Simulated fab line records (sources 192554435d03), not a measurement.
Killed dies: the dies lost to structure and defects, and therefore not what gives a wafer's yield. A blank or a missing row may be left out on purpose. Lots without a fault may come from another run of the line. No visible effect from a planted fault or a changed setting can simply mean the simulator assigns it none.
The tool behind it: which one?    flow n5Finfet    33 wafers from 11 lots sampled at 5 of the route's 1938 steps

## WHAT THE GAUGES READ, wafer by wafer
N5_STI_FIN_REVEAL_CD_MEAS_22: target cd 6.238 nm, pitch 28 nm. Usual: cdNm at 6.22 nm, with a standard deviation of 0.27.
lot   measured     on        cdNm (nm)       flag
L764  day 3 13:56  cdSem-01  5.34 6.26 6.01  
L766  day 3 23:57  cdSem-01  6.14 6.61 6.17  
L767  day 4 07:34  cdSem-01  6.26 6.04 6.31  
L769  day 4 20:23  cdSem-02  6.16 6.58 6.26  
L770  day 5 01:24  cdSem-03  7.72 6.95 6.73  OFF
L771  day 5 11:02  cdSem-01  7.38 7.16 7.65  OFF
L778  day 7 01:59  cdSem-02  6.13 5.89 5.89  
L779  day 7 10:16  cdSem-03  6.74 6.06 6.08  
L780  day 7 13:17  cdSem-02  6.59 6.03 6.08  
L781  day 7 21:25  cdSem-03  6.77 6.17 6.52  
L782  day 7 23:49  cdSem-03  6.45 5.95 6.37  

## EACH LOT AND THE TOOL THAT RAN IT (in order: tool; ch and the chambers of the sampled wafers; start)
lot   N5_FIN_CUT_DESCUM_13              N5_FIN_CUT_CUT_ETCH_26            N5_STI_FIN_REVEAL_DENSIFY_30    N5_STI_FIN_REVEAL_OXIDATION_31
L764  rieDiel-02 ch 1,2, day 3 03:45    rieDiel-02 ch 1,2, day 3 04:11    rtpAnneal-01 ch 0, day 3 10:35  plasmaAsher-02 ch 0,1, day 3 13:25
L766  rieDiel-06 ch 0,3, day 3 14:06    rieDiel-06 ch 0,3, day 3 14:32    rtpAnneal-02 ch 0, day 3 20:42  plasmaAsher-01 ch 0,1, day 3 23:23
L767  rieDiel-02 ch 2,3, day 3 21:11    rieDiel-02 ch 2,3, day 3 21:37    rtpAnneal-01 ch 0, day 4 03:53  plasmaAsher-01 ch 0,1, day 4 06:34
L769  rieDiel-02 ch 1,3, day 4 10:07    rieDiel-02 ch 1,3, day 4 10:32    rtpAnneal-01 ch 0, day 4 17:10  plasmaAsher-01 ch 0,1, day 4 19:46
L770  rieDiel-06 ch 1,2,3, day 4 15:19  rieDiel-06 ch 1,2,3, day 4 15:46  rtpAnneal-02 ch 0, day 4 21:41  plasmaAsher-01 ch 0,1, day 5 00:53
L771  rieDiel-02 ch 0,3, day 5 01:09    rieDiel-02 ch 0,3, day 5 01:35    rtpAnneal-02 ch 0, day 5 07:44  plasmaAsher-01 ch 0,1, day 5 10:31
L778  rieDiel-02 ch 1,3, day 6 14:47    rieDiel-02 ch 1,3, day 6 15:13    rtpAnneal-02 ch 0, day 6 22:46  plasmaAsher-01 ch 0,1, day 7 01:28
L779  rieDiel-06 ch 0,2, day 6 22:49    rieDiel-06 ch 0,2, day 6 23:16    rtpAnneal-02 ch 0, day 7 07:06  plasmaAsher-01 ch 0,1, day 7 09:46
L780  rieDiel-06 ch 0,2, day 7 03:34    rieDiel-06 ch 0,2, day 7 04:00    rtpAnneal-02 ch 0, day 7 10:09  plasmaAsher-01 ch 0,1, day 7 12:47
L781  rieDiel-01 ch 0,1,3, day 7 11:42  rieDiel-01 ch 0,1,3, day 7 12:08  rtpAnneal-01 ch 0, day 7 18:19  plasmaAsher-01 ch 0,1, day 7 20:53
L782  rieDiel-01 ch 0,2,3, day 7 14:09  rieDiel-01 ch 0,2,3, day 7 14:35  rtpAnneal-01 ch 0, day 7 20:41  plasmaAsher-01 ch 0,1, day 7 23:18
- N5_FIN_CUT_DESCUM_13: chemistry O2, time 7 s.
- N5_FIN_CUT_CUT_ETCH_26: etches SiNx in CH3F/O2, target depth 39 nm, time 55.7 s.
- N5_STI_FIN_REVEAL_DENSIFY_30
- N5_STI_FIN_REVEAL_OXIDATION_31: chemistry O2 PLASMA REMOTE, time 20 s.

## AS READ BY THE TOOLS THEMSELVES (means over the sampled wafers that have a number; for cases with no such wafer, the mark the record gives instead)
N5_FIN_CUT_DESCUM_13. Usual: drypumpMotorCurrentA 5.51 A, standard deviation 0.26; oesProductAu 0.78 a.u., standard deviation 0.08; rfVppV 243.6 V, standard deviation 1.3; showerheadPlenumPTorr 2.12 Torr, standard deviation 0.068; throttleValvePct 20.43 %, standard deviation 0.23.
lot   tool        drypumpMotorCurrentA (A)  oesProductAu (a.u.)  rfVppV (V)  showerheadPlenumPTorr (Torr)  throttleValvePct (%)  flag
L764  rieDiel-02  5.80                      0.90                 243.7       2.11                          20.08                 
L766  rieDiel-06  5.83                      0.78                 244.3       2.13                          20.36                 
L767  rieDiel-02  5.49                      0.82                 242.4       2.06                          20.26                 
L769  rieDiel-02  5.46                      0.82                 243.0       2.02                          20.41                 
L770  rieDiel-06  5.54                      0.78                 244.2       2.16                          20.28                 
L771  rieDiel-02  5.26                      0.76                 243.1       2.06                          20.48                 
L778  rieDiel-02  5.55                      0.83                 242.3       2.03                          20.42                 
L779  rieDiel-06  5.54                      0.74                 244.2       2.14                          20.35                 
L780  rieDiel-06  5.57                      0.73                 243.6       2.14                          20.33                 
L781  rieDiel-01  5.35                      0.78                 242.5       2.10                          20.54                 
L782  rieDiel-01  5.43                      0.77                 243.4       2.10                          20.71                 

N5_FIN_CUT_CUT_ETCH_26. Usual: drypumpMotorCurrentA 5.50 A, standard deviation 0.26; oesProductAu 0.78 a.u., standard deviation 0.079; rfVppV 298 V, standard deviation 6.5; showerheadPlenumPTorr 2.02 Torr, standard deviation 0.067; throttleValvePct 16.34 %, standard deviation 0.25.
lot   tool        drypumpMotorCurrentA (A)  oesProductAu (a.u.)  rfVppV (V)  showerheadPlenumPTorr (Torr)  throttleValvePct (%)  flag
L764  rieDiel-02  5.78                      0.90                 306         2.00                          15.96                 
L766  rieDiel-06  5.83                      0.79                 294         2.05                          16.41                 
L767  rieDiel-02  5.50                      0.83                 299         1.96                          16.14                 
L769  rieDiel-02  5.47                      0.82                 297         1.93                          16.28                 
L770  rieDiel-06  5.55                      0.79                 296         2.06                          16.19                 
L771  rieDiel-02  5.26                      0.76                 298         1.97                          16.35                 
L778  rieDiel-02  5.55                      0.84                 298         1.93                          16.28                 
L779  rieDiel-06  5.53                      0.74                 287         2.04                          16.30                 
L780  rieDiel-06  5.54                      0.73                 288         2.04                          16.31                 
L781  rieDiel-01  5.35                      0.77                 293         2.00                          16.43                 
L782  rieDiel-01  5.45                      0.76                 295         2.01                          16.61                 

N5_STI_FIN_REVEAL_DENSIFY_30. Usual: lampPowerPct at 11.53 %, with a standard deviation of 0.055.
lot   tool          lampPowerPct (%)  flag
L764  rtpAnneal-01  11.55             
L766  rtpAnneal-02  11.57             
L767  rtpAnneal-01  11.50             
L769  rtpAnneal-01  11.56             
L770  rtpAnneal-02  11.50             
L771  rtpAnneal-02  11.52             
L778  rtpAnneal-02  11.50             
L779  rtpAnneal-02  11.55             
L780  rtpAnneal-02  11.54             
L781  rtpAnneal-01  11.52             
L782  rtpAnneal-01  11.50             

N5_STI_FIN_REVEAL_OXIDATION_31. Usual: chamberPressureMTorr 999.8 mTorr, standard deviation 0.98; drypumpMotorCurrentA 5.7 A, standard deviation 0.52; heaterPowerW 137 W, standard deviation 15.
lot   tool            chamberPressureMTorr (mTorr)  drypumpMotorCurrentA (A)  heaterPowerW (W)  flag
L764  plasmaAsher-02  1000.7                        6.2                       139               
L766  plasmaAsher-01  999.7                         5.4                       133               
L767  plasmaAsher-01  999.0                         5.4                       132               
L769  plasmaAsher-01  1000.5                        5.4                       132               
L770  plasmaAsher-01  -                             -                         -                 OFF
L771  plasmaAsher-01  -                             -                         -                 OFF
L778  plasmaAsher-01  999.4                         5.4                       131               
L779  plasmaAsher-01  1000.0                        5.6                       142               
L780  plasmaAsher-01  999.4                         5.4                       132               
L781  plasmaAsher-01  999.8                         5.5                       144               
L782  plasmaAsher-01  999.5                         5.4                       132               

## THE ANSWER, worked out from the rows above alone
Rule: lot off if the mean of its wafers having a number is beyond 3 standard deviations from the usual mean. A lot without any number at a reading at which 4 lots or more have one is off too. Any other lot the step has rows for is counted as sound. After the gauges, taken in route order, come the tools' own readings; for these a lot's mean is taken, as printed above. At the first step where some lot is off, the reading lying furthest off is the one used; lots without a number count as furthest.
Off, at N5_STI_FIN_REVEAL_CD_MEAS_22 on cdNm: L770, L771.
If a tool, at a process step before that reading, ran all the lots that are off and no sound lot after the first of them, it fits. Not tried: the gauges at N5_STI_FIN_REVEAL_CD_MEAS_22; whatever is off there is also off at N5_STI_FIN_REVEAL_OXIDATION_31, on other tools, and gauge error can't account for it. Not one of the candidates tried fits.

## WHAT THE SIMULATOR HAD PUT IN
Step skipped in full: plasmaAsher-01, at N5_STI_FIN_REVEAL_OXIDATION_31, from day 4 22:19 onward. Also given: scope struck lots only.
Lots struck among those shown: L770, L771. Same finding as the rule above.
